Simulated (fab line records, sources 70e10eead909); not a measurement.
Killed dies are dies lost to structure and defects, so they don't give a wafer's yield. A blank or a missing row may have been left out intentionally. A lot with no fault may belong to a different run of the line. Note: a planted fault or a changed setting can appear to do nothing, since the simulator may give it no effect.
Matching of chambers / flow nand_harc / NHARC_A_STAIRCASE_CMP_450 on cmp-01 has 4 sister chambers
The step polishes SiO2, target thk 200 nm. 4 wafers are shown with their chamber, then 7 later ones without.

## WAFERS WITH THEIR CHAMBER
wafer=L076.6; chamber=2; motor_current_A (A)=11.9
wafer=L084.5; chamber=0; motor_current_A (A)=10.9
wafer=L091.1; chamber=1; motor_current_A (A)=12.3
wafer=L091.2; chamber=3; motor_current_A (A)=10.8

## WAFERS WITHOUT THEIR CHAMBER
wafer=L091.3; motor_current_A (A)=10.3
wafer=L095.3; motor_current_A (A)=12.5
wafer=L095.4; motor_current_A (A)=10.7
wafer=L095.5; motor_current_A (A)=11.4
wafer=L094.2; motor_current_A (A)=12.1
wafer=L094.4; motor_current_A (A)=11.2
wafer=L094.5; motor_current_A (A)=11.1

## CHAMBER TAKEN BY EACH
wafer=L091.3; from the rows above=can't be placed: 3 or 0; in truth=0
wafer=L095.3; from the rows above=can't be placed: 1 or 2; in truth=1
wafer=L095.4; from the rows above=can't be placed: 3 or 0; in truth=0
wafer=L095.5; from the rows above=can't be placed: 0 or 2 or 3 or 1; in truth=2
wafer=L094.2; from the rows above=can't be placed: 2 or 1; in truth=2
wafer=L094.4; from the rows above=can't be placed: 0 or 3 or 2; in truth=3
wafer=L094.5; from the rows above=can't be placed: 0 or 3 or 2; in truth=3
Placed correctly: 0 of 7. These rows do not allow placing 7 (true chamber among the candidates in 7). Number placed wrongly: 0.
How it was worked out, from the rows above alone: a wafer's distance from a chamber is the root of the sum, over the readings, of the square of ((its reading less the chamber's mean) divided by the reading's scatter). If the next closest chamber is less than 2 further off than the closest, the wafer can't be placed; otherwise it belongs to the closest. For every chamber, the mean is computed from those of its wafers that are shown. The scatter: root of mean squared gap, hidden wafer to nearest shown wafer, with one shown wafer a chamber.
